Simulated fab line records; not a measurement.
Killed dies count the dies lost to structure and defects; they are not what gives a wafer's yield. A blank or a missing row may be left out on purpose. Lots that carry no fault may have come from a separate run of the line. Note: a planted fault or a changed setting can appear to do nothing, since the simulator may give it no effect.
fab line records ; flow nandHarc
record: lots: 12; wafers: 36; lastDay: 25
route steps=1159 shown A_ONON_D1@445 A_CHANNEL_HOLE_D1@463 END@1159
lots that met no fault: taken from a fault-free run of the same line
startH: hours from the record's opening day to when the first of the lot's shown wafers began ; waitH: how many hours have passed since the lot's step before this one ; " identical to the entry in the row above ; L1.1+2: a row that stands for several wafers ; - no value, or no start was given ; * or withheld: withheld ; < > ~ a bound
route shown NAME@n: a module of which the file shows steps, and the number in the route of the first ; usual: mean/standard deviation taken from wafers without a fault ; same: alike in all rows ; chamber/n: place in a boat ; sites: per-site readings ; _std_site: how widely they spread, as a standard deviation ; _edge_site: the outer-site mean with the inner-site mean subtracted ; radiusMm: for every site, how far away it sits from the centre of the wafer ; mask NAME#n: copy n ; behind: the last tool/chamber to shape the wafer ; hold: the reason the lot was held/the length of the hold in hours/how it ended ; device: transistor that didn't switch, given as n, p or np ; end of line: at the end of the route, the tests of the same wafers ; step lacking rows: just its recipe ; killed: dies that structure and defects cost at the first sort, which is not the same as the wafer's yield ; map: dies across one wafer; x = killed, . = not, _ = none there
set.NAME: the run value of the setting; set.NAME@STEP: its run value at that earlier step ; model.NAME: the simulator's own value behind a step, which no gauge read
a sample of lots followed through the steps of the route, with each step as a table and each wafer as a row
services: a tool's chamber out of use, with start hour (startH, from the record's first day; less than 0 if before it), hours out, and reason
== steps ==
step: NHARC_A_ONON_D1_THK_MEAS_30
recipe: thkMeasGauge: ellipsometry
usual: thkNm: 1002/7.6
lot.wafer;tool;chamber;startH;waitH;thkNm
L105.1;filmMetro-02;-;168.50;-;995
L105.4;filmMetro-02;-;168.50;-;995
L105.5;filmMetro-02;-;168.50;-;995
L106.2;filmMetro-02;-;188.58;-;1023
L106.4;filmMetro-02;-;188.58;-;1021
L106.6;filmMetro-02;-;188.58;-;1022
L109.3;filmMetro-01;-;192.07;-;1007
L109.4;filmMetro-01;-;192.07;-;1010
L109.5;filmMetro-01;-;192.07;-;1008
L111.1;filmMetro-02;-;199.80;-;999
L111.2;filmMetro-02;-;199.80;-;1000
L111.3;filmMetro-02;-;199.80;-;999
L113.2;filmMetro-02;-;213.88;-;1000
L113.3;filmMetro-02;-;213.88;-;1000
L113.6;filmMetro-02;-;213.88;-;999
L112.1;filmMetro-02;-;213.91;-;996
L112.4;filmMetro-02;-;213.91;-;997
L112.6;filmMetro-02;-;213.91;-;999
L114.2;filmMetro-01;-;226.12;-;1001
L114.4;filmMetro-01;-;226.12;-;1003
L114.5;filmMetro-01;-;226.12;-;1001
L117.1;filmMetro-01;-;249.22;-;1002
L117.2;filmMetro-01;-;249.22;-;1001
L117.4;filmMetro-01;-;249.22;-;1000
L119.3;filmMetro-02;-;255.66;-;1001
L119.4;filmMetro-02;-;255.66;-;1004
L119.5;filmMetro-02;-;255.66;-;1003
L125.4;filmMetro-02;-;287.56;-;1000
L125.5;filmMetro-02;-;287.56;-;1000
L125.6;filmMetro-02;-;287.56;-;1000
L124.2;filmMetro-01;-;287.61;-;999
L124.3;filmMetro-01;-;287.61;-;998
L124.4;filmMetro-01;-;287.61;-;997
L127.3;filmMetro-02;-;310.44;-;1007
L127.4;filmMetro-02;-;310.44;-;1006
L127.5;filmMetro-02;-;310.44;-;1006
step: NHARC_A_CHANNEL_HOLE_D1_OVL_MEAS_11
usual: overlayXNm: -0.1/0.82; overlayYNm: 0.0/1
lot.wafer;tool;chamber;startH;waitH;overlayXNm;overlayYNm
L105.1;overlay-01;-;173.23;-;-0.2;2.3
L105.4;overlay-01;-;173.23;-;-0.4;2.5
L105.5;overlay-01;-;173.23;-;-0.1;2.5
L106.2;overlay-01;-;193.43;-;-0.5;0.5
L106.4;overlay-01;-;193.43;-;-0.8;0.1
L106.6;overlay-01;-;193.43;-;-0.7;0.3
L109.3;overlay-02;-;195.31;-;0.3;-2.1
L109.4;overlay-02;-;195.31;-;-0.3;-2.3
L109.5;overlay-02;-;195.31;-;0.6;-2.3
L111.1;overlay-01;-;203.29;-;-0.2;0.8
L111.2;overlay-01;-;203.29;-;0.2;0.5
L111.3;overlay-01;-;203.29;-;0.2;0.5
L113.2;overlay-01;-;217.20;-;-1.1;1.0
L113.3;overlay-01;-;217.20;-;-1.1;1.2
L113.6;overlay-01;-;217.20;-;-1.6;0.9
L112.1;overlay-02;-;217.37;-;-0.5;-0.3
L112.4;overlay-02;-;217.37;-;-0.5;-0.5
L112.6;overlay-02;-;217.37;-;-0.2;0.0
L114.2;overlay-02;-;230.75;-;0.6;0.4
L114.4;overlay-02;-;230.75;-;0.6;0.0
L114.5;overlay-02;-;230.75;-;0.9;0.5
L117.1;overlay-01;-;254.18;-;1.9;0.3
L117.2;overlay-01;-;254.18;-;1.7;0.1
L117.4;overlay-01;-;254.18;-;1.6;0.1
L119.3;overlay-01;-;259.13;-;0.2;1.0
L119.4;overlay-01;-;259.13;-;0.3;1.3
L119.5;overlay-01;-;259.13;-;0.5;1.0
L125.4;overlay-01;-;290.88;-;1.8;0.7
L125.5;overlay-01;-;290.88;-;1.3;1.1
L125.6;overlay-01;-;290.88;-;1.6;1.3
L124.2;overlay-01;-;291.16;-;-0.1;-0.2
L124.3;overlay-01;-;291.16;-;0.2;-0.2
L124.4;overlay-01;-;291.16;-;-0.4;-0.6
L127.3;overlay-02;-;314.53;-;-0.4;-1.3
L127.4;overlay-02;-;314.53;-;-0.2;-0.8
L127.5;overlay-02;-;314.53;-;-0.2;-1.1
step: NHARC_A_CHANNEL_HOLE_D1_ETCH_38
recipe: targetDepthA: 390; overEtchFrac: 0.3; timeS: 65; ionEnergyEv: 80; cf4FlowSccm: 150; arFlowSccm: 0; rfW: 300; biasW: 100; chemistry: CF4
usual: drypumpMotorCurrentA: 5.92/0.28; oesProductAu: 1.001/0.009; rfVppV: 151.3/1.1; showerheadPlenumPTorr: 1.78/0.071; throttleValvePct: 13.283/0.0088
same: overEtchFrac: 0.3
lot.wafer;tool;chamber;startH;waitH;drypumpMotorCurrentA;oesProductAu;rfHoursCounterH;rfVppV;showerheadPlenumPTorr;throttleValvePct
L105.4;rieDiel-10;2;173.42;0.1;6.00;1.004;11;151.1;1.70;13.277
L105.1;rieDiel-10;0;173.42;0.1;5.82;1.008;13;152.7;1.85;13.286
L105.5;rieDiel-10;3;173.42;0.1;5.94;0.997;-;150.5;1.66;13.275
L106.2;rieDiel-10;3;193.62;0.1;5.94;0.999;1;151.3;1.66;13.282
L106.4;rieDiel-10;0;193.62;0.1;5.82;1.005;1;151.1;1.85;13.297
L106.6;rieDiel-10;3;193.62;0.1;5.94;1.010;-;149.9;1.66;13.274
L109.4;rieDiel-03;1;195.50;0.1;6.17;1.010;8;149.7;1.81;13.284
L109.3;rieDiel-03;3;195.50;0.1;6.05;0.992;7;152.1;1.89;13.273
L109.5;rieDiel-03;0;195.50;0.1;5.67;1.001;-;150.4;1.76;13.292
L111.3;rieDiel-03;0;203.48;0.1;5.68;0.987;9;151.0;1.76;13.291
L111.1;rieDiel-03;1;203.48;0.1;6.15;1.016;9;151.4;1.81;13.293
L111.2;rieDiel-03;2;203.48;0.1;6.02;1.011;9;152.2;1.81;13.286
L113.2;rieDiel-11;1;217.39;0.1;6.26;0.985;1;151.4;1.70;13.286
L113.3;rieDiel-11;3;217.39;0.1;6.06;0.991;1;153.1;1.83;13.275
L113.6;rieDiel-11;1;217.39;0.1;6.26;1.000;-;150.8;1.70;13.267
L112.1;rieDiel-11;3;217.67;0.2;6.05;1.004;1;152.2;1.83;13.279
L112.4;rieDiel-11;0;217.67;0.2;6.08;1.008;1;151.3;1.75;13.297
L112.6;rieDiel-11;0;217.67;0.2;6.07;1.001;-;150.5;1.75;13.272
L114.4;rieDiel-10;2;230.94;0.1;5.99;1.005;3;149.1;1.70;13.277
L114.2;rieDiel-10;3;230.94;0.1;5.93;1.015;3;150.8;1.66;13.282
L114.5;rieDiel-10;2;230.94;0.1;5.98;1.013;-;150.5;1.70;13.276
L117.1;rieDiel-11;0;254.38;0.1;6.04;0.768;5;151.4;1.75;13.279
L117.2;rieDiel-11;1;254.38;0.1;6.24;0.986;5;150.8;1.70;13.287
L117.4;rieDiel-11;1;254.38;0.1;6.21;0.991;-;149.9;1.70;13.282
L119.3;rieDiel-11;3;259.33;0.1;6.09;0.996;3;151.9;1.83;13.293
L119.4;rieDiel-11;0;259.33;0.1;6.06;0.770;-;151.3;1.75;13.277
L119.5;rieDiel-11;1;259.33;0.1;6.21;0.990;-;150.1;1.70;13.291
L125.4;rieDiel-10;3;291.08;0.1;5.96;1.007;9;150.3;1.66;13.287
L125.5;rieDiel-10;0;291.08;0.1;5.82;1.000;-;152.7;1.85;13.269
L125.6;rieDiel-10;1;291.08;0.1;5.20;0.999;-;152.1;1.79;13.280
L124.4;rieDiel-03;2;291.34;0.1;5.98;1.002;4;152.3;1.81;13.282
L124.3;rieDiel-03;0;291.34;0.1;5.68;0.995;3;151.1;1.76;13.293
L124.2;rieDiel-03;1;291.34;0.1;6.17;0.999;4;150.6;1.80;13.278
L127.3;rieDiel-03;3;314.72;0.1;6.04;0.998;5;152.2;1.89;13.289
L127.4;rieDiel-03;0;314.72;0.1;5.67;0.989;4;151.2;1.76;13.277
L127.5;rieDiel-03;3;314.72;0.1;6.02;0.994;-;153.2;1.89;13.284
step: NHARC_A_CHANNEL_HOLE_D1_ETCH_23
recipe: biasV: 5000; sourceW: withheld; pressureMtorr: 20; timeS: 819; arFlowSccm: 375; c4f8FlowSccm: 89.3; o2FlowSccm: 35.7; tempC: -20; targetDepthA: 16000; chemistry: C4F8/O2/Ar
usual: drypumpMotorCurrentA: 6.0/0.39; o2FlowSccm: 35.69/0.094; showerheadPlenumPTorr: 3.83/0.046; throttleValvePct: 32.157/0.0087
lot.wafer;tool;chamber;startH;waitH;drypumpMotorCurrentA;o2FlowSccm;rfHoursCounterH;showerheadPlenumPTorr;throttleValvePct
L105.1;harEtch-02;1;175.95;0.5;6.2;35.63;99;3.88;32.149
L105.4;harEtch-02;1;175.95;0.5;6.2;35.67;-;3.88;32.149
L105.5;harEtch-02;0;175.95;0.5;5.5;35.73;-;3.88;32.148
L106.2;harEtch-01;0;196.14;0.5;6.5;35.61;199;3.76;32.167
L106.4;harEtch-01;1;196.14;0.5;6.2;35.63;-;3.82;32.148
L106.6;harEtch-01;0;196.14;0.5;6.5;35.74;-;3.76;32.144
L109.4;harEtch-02;0;199.52;0.5;5.5;35.67;-;3.87;32.161
L109.3;harEtch-02;1;199.52;0.5;6.2;35.55;-;3.87;32.164
L109.5;harEtch-02;1;199.52;0.5;6.2;35.53;-;3.87;32.173
L111.2;harEtch-02;1;205.99;0.5;6.2;35.71;116;3.87;32.155
L111.1;harEtch-02;0;205.99;0.5;5.5;35.63;116;3.87;32.162
L111.3;harEtch-02;0;205.99;0.5;5.5;35.80;-;3.87;32.161
L113.2;harEtch-01;0;220.20;0.5;6.5;35.79;208;3.75;32.163
L113.3;harEtch-01;0;220.20;0.5;6.5;35.73;-;3.75;32.146
L113.6;harEtch-01;0;220.20;0.5;6.5;35.67;-;3.75;32.165
L112.1;harEtch-02;0;220.53;0.5;5.5;35.81;121;3.86;32.140
L112.4;harEtch-02;0;220.53;0.5;5.5;35.78;-;3.86;32.141
L112.6;harEtch-02;0;220.53;0.5;5.5;35.75;-;3.86;32.149
L114.2;harEtch-02;1;237.94;0.5;6.2;35.62;127;3.86;32.147
L114.4;harEtch-02;0;237.94;0.5;5.5;35.69;-;3.86;32.151
L114.5;harEtch-02;0;237.94;0.5;5.5;35.72;-;3.86;32.157
L117.1;harEtch-01;0;258.37;0.5;6.5;35.67;225;3.74;32.152
L117.2;harEtch-01;1;258.37;0.5;6.2;35.79;225;3.81;32.147
L117.4;harEtch-01;0;258.37;0.5;6.5;35.68;-;3.74;32.147
L119.4;harEtch-01;0;262.76;0.5;6.5;35.68;-;3.74;32.145
L119.3;harEtch-01;1;262.76;0.5;6.2;35.66;-;3.80;32.154
L119.5;harEtch-01;1;262.76;0.5;6.3;35.68;-;3.80;32.165
L125.4;harEtch-02;0;293.83;0.5;5.5;35.75;-;3.84;32.150
L125.5;harEtch-02;0;293.83;0.5;5.5;35.64;-;3.85;32.167
L125.6;harEtch-02;1;293.83;0.5;6.2;35.61;-;3.85;32.158
L124.2;harEtch-01;1;295.19;0.5;6.2;35.66;243;3.80;32.151
L124.3;harEtch-01;0;295.19;0.5;6.5;35.65;-;3.73;32.137
L124.4;harEtch-01;1;295.19;0.5;6.3;35.69;-;3.80;32.158
L127.3;harEtch-02;0;321.25;0.5;5.5;35.51;-;3.84;32.156
L127.4;harEtch-02;1;321.25;0.5;6.2;35.86;-;3.84;32.174
L127.5;harEtch-02;1;321.25;0.5;6.2;35.75;-;3.84;32.167
step: NHARC_END_SORT_01
recipe: tempC: 25
usual: killedAtArray: 27/11; killedAtOther: 0.7/0.93; killedAtPeriphery: 2.9/1.9; killedDies: 30/11; killedOpen: 3.1/1.7; killedShort: 1.9/1.3
same: grossDies: 677
lot.wafer;tool;chamber;startH;waitH;killedAtArray;killedAtOther;killedAtPeriphery;killedDies;killedOpen;killedShort
L111.1;prober-02;0;463.70;2.5;15;2;2;19;3;0
L111.2;prober-02;0;464.50;2.8;9;0;2;11;1;3
L111.3;prober-02;0;465.30;3.1;17;0;4;21;4;3
L112.1;prober-02;0;475.34;2.6;26;1;2;29;2;1
L112.4;prober-02;0;477.78;3.5;23;2;3;28;1;2
L112.6;prober-02;0;479.41;4.1;28;1;5;34;6;2
L114.2;prober-02;0;489.63;2.8;16;1;2;19;2;3
L114.4;prober-02;0;491.24;3.4;13;0;4;17;2;2
L114.5;prober-02;0;492.05;3.7;14;1;3;18;5;0
L117.1;prober-02;0;506.50;2.5;676;0;1;677;4;0
L117.2;prober-02;0;507.29;2.8;35;0;2;37;3;2
L117.4;prober-02;0;508.87;3.4;30;0;3;33;7;2
L119.3;prober-01;0;536.01;3.0;23;0;0;23;1;3
L119.4;prober-01;0;536.80;3.4;676;1;0;677;2;0
L119.5;prober-01;0;537.59;3.7;43;2;1;46;1;6
L127.3;prober-02;0;599.61;3.1;37;0;3;40;1;3
L127.4;prober-02;0;600.40;3.4;44;0;3;47;4;1
L127.5;prober-02;0;601.19;3.7;37;0;6;43;3;2
killed by level:class
L111.1 A_CHANNEL_HOLE_D1:chamberFilmFlake=5 A_STAIRCASE:chamberFilmFlake=3 A_CONTACT:chamberFilmFlake=3 HYBRID_BOND:chamberFilmFlake=2 P_CONTACT:geometricParticle:open=1 A_CHANNEL_FILL_D1:geometricParticle:open=1 A_SLIT:geometricParticle:open=1 P_GATE:chamberFilmFlake=1
L111.2 A_CHANNEL_HOLE_D1:chamberFilmFlake=4 P_GATE:geometricParticle:short=1 P_CONTACT:geometricParticle:short=1 A_CHANNEL_FILL_D1:geometricParticle:short=1 A_M0:geometricParticle:open=1 A_ZERO_WELL:chamberFilmFlake=1 A_STAIRCASE:chamberFilmFlake=1 A_CONTACT:chamberFilmFlake=1
L111.3 A_CHANNEL_HOLE_D1:chamberFilmFlake=5 A_STAIRCASE:chamberFilmFlake=5 A_CHANNEL_FILL_D1:geometricParticle:short=2 A_CHANNEL_FILL_D1:geometricParticle:open=2 P_STI:chamberFilmFlake=2 P_GATE:chamberFilmFlake=2 A_ONON_D1:geometricParticle:short=1 A_ONON_D1:geometricParticle:open=1
L112.1 A_STAIRCASE:chamberFilmFlake=7 A_CONTACT:chamberFilmFlake=7 A_BLC:chamberFilmFlake=5 A_CHANNEL_HOLE_D1:chamberFilmFlake=4 P_M1:chamberFilmFlake=2 A_ONON_D1:geometricParticle:short=1 A_CHANNEL_HOLE_D1:geometricParticle:open=1 A_CONTACT:geometricParticle:open=1
L112.4 A_CONTACT:chamberFilmFlake=6 A_BLC:chamberFilmFlake=5 A_STAIRCASE:chamberFilmFlake=4 A_WL_FILL:chamberFilmFlake=3 A_CHANNEL_HOLE_D1:chamberFilmFlake=2 THIN_TSV:chamberFilmFlake=2 A_WL_FILL:geometricParticle:short=1 A_WL_FILL:geometricParticle:open=1
L112.6 A_STAIRCASE:chamberFilmFlake=9 A_CONTACT:chamberFilmFlake=8 A_CHANNEL_HOLE_D1:chamberFilmFlake=4 A_CONTACT:geometricParticle:open=2 P_STI:chamberFilmFlake=2 A_BLC:chamberFilmFlake=2 P_STI:geometricParticle:open=1 P_GATE:geometricParticle:short=1
L114.2 A_STAIRCASE:chamberFilmFlake=4 A_CONTACT:chamberFilmFlake=4 A_CHANNEL_FILL_D1:geometricParticle:open=2 A_CHANNEL_HOLE_D1:chamberFilmFlake=2 P_M1:geometricParticle:short=1 A_CHANNEL_FILL_D1:geometricParticle:short=1 A_M0:geometricParticle:short=1 P_GATE:chamberFilmFlake=1
L114.4 A_STAIRCASE:chamberFilmFlake=5 P_GATE:chamberFilmFlake=2 A_CHANNEL_HOLE_D1:chamberFilmFlake=2 A_CONTACT:chamberFilmFlake=2 P_M0:geometricParticle:open=1 A_CHANNEL_FILL_D1:geometricParticle:open=1 A_CHANNEL_FILL_D1:geometricParticle:short=1 A_SGD_CUT:geometricParticle:short=1
L114.5 A_CHANNEL_HOLE_D1:chamberFilmFlake=4 A_CONTACT:chamberFilmFlake=4 A_STAIRCASE:chamberFilmFlake=2 P_CONTACT:geometricParticle:open=1 P_M2:geometricParticle:open=1 A_ONON_D1:geometricParticle:open=1 A_WL_FILL:geometricParticle:open=1 A_M0:geometricParticle:open=1
L117.1 A_CHANNEL_HOLE_D1:areaEtch=651 A_CHANNEL_HOLE_D1:chamberFilmFlake=19 A_CONTACT:geometricParticle:open=3 P_M0:geometricParticle:open=1 A_STAIRCASE:chamberFilmFlake=1 A_SGD_CUT:chamberFilmFlake=1 A_CONTACT:chamberFilmFlake=1
L117.2 A_CHANNEL_HOLE_D1:chamberFilmFlake=23 A_ZERO_WELL:chamberFilmFlake=3 A_CONTACT:chamberFilmFlake=3 A_SGD_CUT:chamberFilmFlake=2 P_CONTACT:geometricParticle:open=1 P_M0:geometricParticle:short=1 A_CHANNEL_FILL_D1:geometricParticle:short=1 A_CONTACT:geometricParticle:open=1
L117.4 A_CHANNEL_HOLE_D1:chamberFilmFlake=15 A_ZERO_WELL:chamberFilmFlake=3 A_CONTACT:chamberFilmFlake=3 A_CONTACT:geometricParticle:open=2 P_CONTACT:geometricParticle:open=1 P_M0:geometricParticle:short=1 P_M0:geometricParticle:open=1 A_ONON_D1:geometricParticle:open=1
L119.3 A_CHANNEL_HOLE_D1:chamberFilmFlake=14 A_WL_FILL:geometricParticle:short=2 A_ZERO_WELL:chamberFilmFlake=2 A_CONTACT:chamberFilmFlake=2 A_STAIRCASE:geometricParticle:short=1 A_CONTACT:geometricParticle:open=1 A_WL_FILL:chamberFilmFlake=1
L119.4 A_CHANNEL_HOLE_D1:areaEtch=651 A_CHANNEL_HOLE_D1:chamberFilmFlake=18 A_CONTACT:chamberFilmFlake=3 A_STAIRCASE:chamberFilmFlake=2 A_WL_FILL:geometricParticle:open=1 A_CONTACT:geometricParticle:open=1 THIN_TSV:chamberFilmFlake=1
L119.5 A_CHANNEL_HOLE_D1:chamberFilmFlake=21 A_CONTACT:chamberFilmFlake=12 A_WL_FILL:geometricParticle:short=2 THIN_TSV:chamberFilmFlake=2 P_M0:geometricParticle:short=1 A_SOURCE_PLATE:geometricParticle:short=1 A_ONON_D1:geometricParticle:open=1 A_CHANNEL_FILL_D1:geometricParticle:short=1
L127.3 A_SLIT:chamberFilmFlake=17 A_CHANNEL_HOLE_D1:chamberFilmFlake=7 A_M0:chamberFilmFlake=6 A_CONTACT:chamberFilmFlake=3 P_GATE:geometricParticle:short=1 P_CONTACT:geometricParticle:short=1 A_ONON_D1:geometricParticle:short=1 A_BLC:geometricParticle:open=1
L127.4 A_SLIT:chamberFilmFlake=22 A_CONTACT:chamberFilmFlake=7 A_CHANNEL_HOLE_D1:chamberFilmFlake=5 A_M0:chamberFilmFlake=3 A_STAIRCASE:chamberFilmFlake=2 P_M1:geometricParticle:open=1 A_ONON_D1:geometricParticle:open=1 A_SGD_CUT:geometricParticle:open=1
L127.5 A_SLIT:chamberFilmFlake=19 A_CHANNEL_HOLE_D1:chamberFilmFlake=9 P_STI:chamberFilmFlake=2 P_GATE:chamberFilmFlake=2 A_CONTACT:chamberFilmFlake=2 A_M0:chamberFilmFlake=2 P_CONTACT:geometricParticle:short=1 P_M0:geometricParticle:open=1
== services ==
tool;chamber;startH;hours;kind
rieDiel-10;2;151.03;6.8;repair
rieDiel-10;0;155.56;-;clean
rieDiel-10;1;155.56;-;clean
rieDiel-10;3;155.56;-;clean
rieDiel-11;0;168.61;-;clean
rieDiel-11;1;168.61;-;clean
rieDiel-11;2;168.61;-;clean
rieDiel-11;3;168.61;-;clean
rieDiel-10;-;176.56;9.0;pm
rieDiel-11;2;177.64;3.7;repair
rieDiel-11;0;180.25;10.0;repair
rieDiel-11;-;180.76;0.7;repair
rieDiel-11;-;189.59;9.0;pm
rieDiel-10;2;194.80;4.7;repair
rieDiel-11;3;199.41;2.0;repair
rieDiel-03;-;215.30;9.0;pm
rieDiel-11;-;226.43;1.0;repair
rieDiel-11;3;228.86;19.9;repair
rieDiel-03;0;230.80;11.2;repair
rieDiel-11;2;244.38;20.7;repair
rieDiel-11;2;269.12;8.3;repair
harEtch-01;-;305.97;17.0;pm
harEtch-01;0;305.97;17.0;ventCycle
harEtch-01;1;305.97;17.0;ventCycle
== key ==
firstSign: step: NHARC_A_CHANNEL_HOLE_D1_ETCH_38; reading: oesProductAu; direction: down; sigmas: 26; usual: 1.001; struck: 0.769
effect: step: NHARC_END_SORT_01; reading: killedAtArray; direction: up; sigmas: 59; usual: 27; struck: 676
moreKillsBornAt: NHARC_A_CHANNEL_HOLE_D1_ETCH_38@rieDiel-11: 1302
metAt NHARC_A_CHANNEL_HOLE_D1_ETCH_38
struckLots L117,L119
struckWafers L117.1,L119.4
laterRowsLeftOut L117.1,L119.4
testerLeftOut L117,L119
notActingAt NHARC_A_ONON_D1_THK_MEAS_30,NHARC_A_CHANNEL_HOLE_D1_OVL_MEAS_11,NHARC_A_CHANNEL_HOLE_D1_ETCH_23
onsetBetween 217.67 254.38
fault: kind: processParameterDrift; tool: rieDiel-11; chamber: 0; onsetH: 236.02; steps: NHARC_A_CHANNEL_HOLE_D1_ETCH_38; channel: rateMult; offset: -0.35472; shape: step; endH: 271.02
testerLeftOut: of these lots the tester's yield and bins aren't shown, on N5 and GAA mostly nor the transistor test; their killed dies are dies lost to structure and defects alone, not to doping, threshold or leakage, so they don't give the yield
laterRowsLeftOut: the simulator's readings of these wafers behind a module that went badly wrong aren't trusted and aren't shown, but for the sort
